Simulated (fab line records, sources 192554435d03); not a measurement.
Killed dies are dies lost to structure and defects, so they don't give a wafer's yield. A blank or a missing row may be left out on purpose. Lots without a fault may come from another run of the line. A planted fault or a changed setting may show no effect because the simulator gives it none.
One fault seen from 2 desks | flow n5_finfet | each desk has only its own numbers; what lay behind them comes last

THE TOOL OWNER'S DESK: litho_track-03
The tool's own readings at N5_BEOL_M12_COAT_66 (time 60 s, resist thk 110 nm): means of the sampled wafers that have a number, for each lot that ran on this tool. A lot is out of limits, marked OUT, if its mean lies more than 4 standard deviations from the usual mean; the brackets give that distance.
Columns: A = exhaust_pa at N5_BEOL_M12_COAT_66, usual 45.0 Pa; B = resist_line_temp_C at N5_BEOL_M12_COAT_66, usual 23.00 C; C = spin_speed_rpm at N5_BEOL_M12_COAT_66, usual 1499.8 rpm
lot  | first seen here | A    | B     | C
L564 | day 12 12:46    | 44.4 | 23.09 | 1499.7
L566 | day 13 09:20    | 43.6 | 22.95 | 1500.5
L567 | day 13 18:14    | 44.7 | 23.01 | 1499.1
L569 | day 14 11:55    | 44.5 | 22.93 | 1499.9
L575 | day 15 04:07    | 45.2 | 22.92 | 1595.9 (+99 or more) OUT
L576 | day 15 21:18    | 46.4 | 23.11 | 1595.1 (+99 or more) OUT
L578 | day 16 06:07    | 45.3 | 22.99 | 1595.6 (+99 or more) OUT
This desk's finding: out of limits on L575, L576, L578; first on L575, day 15 04:07 (spin_speed_rpm at N5_BEOL_M12_COAT_66). In limits: L564, L566, L567, L569.

THE METROLOGY DESK
What the gauges read, lot by lot, whatever tool the lot ran on: means of the sampled wafers that have a number. A lot is out of limits, marked OUT, if its mean lies more than 4 standard deviations from the usual mean; the brackets give that distance.
Columns: A = M12_ILD_THK at N5_BEOL_M12_THK_MEAS_01, usual 659 nm
lot  | first seen here | A
L559 | day 11 13:25    | 665
L560 | day 11 22:56    | 660
L564 | day 12 11:50    | 661
L566 | day 13 08:15    | 668
L567 | day 13 17:11    | 654
L568 | day 13 17:26    | 652
L569 | day 14 10:52    | 662
L575 | day 15 03:10    | 662
L576 | day 15 20:07    | 659
L578 | day 16 04:14    | 672
This desk's finding: nothing out of limits on any of the 10 lots.

PUT TOGETHER
The tool owner's desk could have raised an alarm at day 15 04:07, on L575, L576, L578.
The metrology desk saw nothing out of limits.
The metrology desk has L575, L576, L578 on record, within its limits.
Of the lots named, all ran N5_BEOL_M12_COAT_66 on litho_track-03.

WHAT THE SIMULATOR HAD PUT IN
Process parameter drift: litho_track-03, from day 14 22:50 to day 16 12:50, at N5_BEOL_M12_COAT_66. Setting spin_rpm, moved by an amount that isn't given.
Lots struck among those shown: L575, L576, L578.
Hours from the fault's start to each desk's first reading out of limits: the tool owner's desk, 5.
